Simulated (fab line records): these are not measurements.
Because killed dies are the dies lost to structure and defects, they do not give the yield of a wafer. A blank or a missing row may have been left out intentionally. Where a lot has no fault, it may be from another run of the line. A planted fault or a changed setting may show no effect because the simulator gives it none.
Chamber matching	flow n5 finfet	4 sister chambers for N5_STI_FIN_REVEAL_ALD_14 on ald sin-04
The step deposits Si3N4, target thk 3 nm. 8 wafers are shown with their chamber, then 10 later ones without.

WAFERS PAIRED WITH THEIR CHAMBERS
wafer	chamber	heater power w (W)
L083.4	0	712
L084.4	3	933
L086.6	1	801
L087.2	2	894
L087.3	3	988
L087.4	1	786
L088.3	2	879
L088.4	0	731

WAFERS WHOSE CHAMBER IS MISSING
wafer	heater power w (W)
L088.5	902
L089.2	891
L089.4	967
L089.5	883
L094.2	892
L094.3	729
L094.5	790
L096.1	880
L096.4	941
L096.6	873

WHICH CHAMBER EACH ONE RAN IN
wafer	from the rows above	in truth
L088.5	can't be placed: 2 or 3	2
L089.2	2	2
L089.4	3	3
L089.5	2	2
L094.2	2	2
L094.3	0	0
L094.5	1	1
L096.1	2	2
L096.4	can't be placed: 3 or 2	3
L096.6	2	2
Correctly placed: 8 of 10. Cannot be placed on the basis of these rows: 2; the candidates contain the true chamber in 2. Number placed wrongly: 0.
How it was worked out, from the rows above alone: a wafer's distance from a chamber is the root of the sum, over the readings, of the square of ((its reading less the chamber's mean) divided by the reading's scatter). The wafer belongs to the nearest chamber; if the next one is less than 2 further off, it can't be placed. The mean given for a chamber averages the wafers shown for that chamber. How the scatter is found: for the shown wafers, subtract from each reading the mean of its chamber, square and add these, divide the total by (wafers less chambers), then take the root.
